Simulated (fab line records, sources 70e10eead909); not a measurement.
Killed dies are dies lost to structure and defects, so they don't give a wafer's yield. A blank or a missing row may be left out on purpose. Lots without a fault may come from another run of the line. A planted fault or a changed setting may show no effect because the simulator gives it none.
A struck lot beside a sound one | flow nand_harc | 42 steps out of a route of 1159
Sound: wafers L764.1, L764.2, L764.4. Struck: wafers L770.1, L770.6. (L770.5 of the same lot was not struck and is left out.) The cause comes at the end.
At each step with rows: each side's tool, then ch and its chambers, then its first start. Under that, the readings that differ: sound wafers | struck wafers | difference of the means | sigmas: that difference in standard deviations of wafers without a fault.
alike: readings whose means differ by less than 2 such deviations, and words and numbers that are the same on both sides. not compared: withheld readings, readings that some wafer has no value for, bounds like >300 that may hide the same value, and numbers for which the record gives no deviation and whose values overlap.
The two part at a step that has a row with sigmas, a row that says differs or no value, or rows on one side only. Numbers that don't overlap but have no deviation are shown without sigmas and don't part them. A reading that every wafer of one side lacks parts them only if that side has two wafers or more.

first, 2 steps without rows for these wafers: NHARC_A_CONTACT_DESCUM_74 (chemistry O2, time 3 s); NHARC_A_CONTACT_ETCH_75 (etches the open film in CF4, target depth 39 nm, time 65 s).
NHARC_A_CONTACT_ETCH_76: etches the open film in N2/H2, target depth 260 nm, time 475.3 s.
  sound on rie_diel-05 ch 1,2; struck on rie_diel-07 ch 0,1
  alike: drypump_motor_current_A, oes_product_au, rf_vpp_V, showerhead_plenum_p_Torr, throttle_valve_pct
  not compared: rf_hours_counter_h
then, 1 step without rows for these wafers: NHARC_A_CONTACT_ETCH_77 (etches the open film in CF4/CHF3, target depth 72.6 nm, time 36.3 s).
NHARC_A_CONTACT_ETCH_78: etches the open film in O2/COS, target depth 2800 nm, time 728 s.
  sound on rie_diel-05 ch 0,2; struck on rie_diel-07 ch 0,1
  alike: cos_flow_sccm, drypump_motor_current_A, o2_flow_sccm, oes_product_au, rf_vpp_V, showerhead_plenum_p_Torr, throttle_valve_pct
  not compared: rf_hours_counter_h
then, 2 steps without rows for these wafers: NHARC_A_CONTACT_ETCH_124 (etches the open film in C4F8/O2/Ar, time 140 s, target depth 700 nm); NHARC_A_CONTACT_ETCH_125 (etches the open film in C4F8/O2/Ar, time 155 s, target depth 956 nm).
NHARC_A_CONTACT_ETCH_126: etches the open film in C4F8/O2/Ar, time 155 s, target depth 956 nm.
  sound on har_cap_etch-03 ch 0,1, day 17 04:26; struck on har_cap_etch-03 ch 1, day 18 16:55
  not compared: rf_hours_counter_h
NHARC_A_CONTACT_ETCH_127: etches the open film in C4F8/O2/Ar, time 155 s, target depth 956 nm.
  sound on har_cap_etch-03 ch 0,1, day 17 04:34; struck on har_cap_etch-03 ch 1, day 18 17:03
  not compared: rf_hours_counter_h
then, 3 steps without rows for these wafers: NHARC_A_CONTACT_ETCH_128 (etches the open film in C4F8/O2/Ar, time 155 s, target depth 956 nm); NHARC_A_CONTACT_ETCH_129 (etches the open film in C4F8/O2/Ar, time 155 s, target depth 956 nm); NHARC_A_CONTACT_ETCH_130 (etches the open film in C4F8/O2/Ar, time 155 s, target depth 956 nm).
NHARC_A_CONTACT_ETCH_131: etches the open film in C4F8/O2/Ar, time 155 s, target depth 956 nm.
  sound on har_cap_etch-03 ch 0,1, day 17 05:08; struck on har_cap_etch-03 ch 1, day 18 17:37
  not compared: rf_hours_counter_h
then, 4 steps without rows for these wafers: NHARC_A_CONTACT_ETCH_132 (etches the open film in C4F8/O2/Ar, time 156 s, target depth 958 nm); NHARC_A_CONTACT_ETCH_133 (etches the open film in C4F8/O2/Ar, time 195 s, target depth 840 nm); NHARC_A_CONTACT_ETCH_91 (etches the open film in CH3F/O2, target depth 40 nm, time 85.7 s); NHARC_A_CONTACT_ETCH_97 (etches the open film in C4F6/O2, target depth 20 nm, time 10 s).
NHARC_A_CONTACT_CD_MEAS_80:
  sound on cd_sem-03, day 17 06:14; struck on cd_sem-01, day 18 18:39
  alike: cd_nm
then, 4 steps without rows for these wafers: NHARC_A_CONTACT_STRIP_103 (strips in N2/H2); NHARC_A_CONTACT_STRIP_104 (strips in CF4/CHF3); NHARC_A_CONTACT_STRIP_105 (strips in O2/COS); NHARC_A_CONTACT_ETCH_106 (etches the open film in CF4/O2, target depth 60 nm, overetch 6 nm, time 33 s).
NHARC_A_CONTACT_STRIP_82: strips in O2.
  sound on rie_diel-07 ch 0,1,2; struck on rie_diel-07 ch 0,2
  alike: drypump_motor_current_A, o2_flow_sccm, oes_product_au, rf_vpp_V, showerhead_plenum_p_Torr, throttle_valve_pct
  not compared: rf_hours_counter_h
then, 13 steps without rows for these wafers: NHARC_A_CONTACT_STRIP_83 (strips in post etch residue remover, time 600 s); NHARC_A_CONTACT_DEP_84 (deposits aC, target thk 2000 nm); NHARC_A_CONTACT_DEP_85 (deposits SiON, target thk 50 nm); NHARC_A_CONTACT_DEHYDRATE_00 (time 120 s); NHARC_A_CONTACT_HMDS_01 (time 30 s); NHARC_A_CONTACT_COAT_86 (time 75 s); NHARC_A_CONTACT_COAT_87 (time 65 s); NHARC_A_CONTACT_COAT_02 (resist thk 90 nm); NHARC_A_CONTACT_SOFTBAKE_03 (time 55 s); NHARC_A_CONTACT_EBR_04; NHARC_A_CONTACT_EXPOSE_05 (exposes mask A CC); NHARC_A_CONTACT_PEB_06 (peb time 65 s); NHARC_A_CONTACT_DEVELOP_07 (develop time 35 s).
NHARC_A_CONTACT_CD_MEAS_08: target cd 100 nm.
  sound on cd_sem-01 ch 0, day 17 09:17; struck on cd_sem-02 ch 0, day 18 22:35
  alike: cd_nm
NHARC_A_CONTACT_OVL_MEAS_09:
  sound on overlay-01, day 17 09:22; struck on overlay-02, day 18 22:40
  alike: overlay_x_nm, overlay_y_nm
then, 3 steps without rows for these wafers: NHARC_A_CONTACT_DESCUM_13 (chemistry O2, time 3 s); NHARC_A_CONTACT_ETCH_88 (etches the open film in CF4, target depth 39 nm, time 65 s); NHARC_A_CONTACT_ETCH_89 (etches the open film in N2/H2, target depth 260 nm, time 475.3 s).
-- the record jumps here: 3 days lie between the struck wafers' starts before and after (it left off in module A_CONTACT and takes up again in module END, whose first step shown is number 1159 of the route) --
NHARC_END_SORT_01:
  the record has rows for the struck wafers here (prober-02 ch 0, day 21 19:41) and none for the sound ones

WHERE THEY PART
Only at NHARC_END_SORT_01, within this record.

WHY: what the simulator had put in
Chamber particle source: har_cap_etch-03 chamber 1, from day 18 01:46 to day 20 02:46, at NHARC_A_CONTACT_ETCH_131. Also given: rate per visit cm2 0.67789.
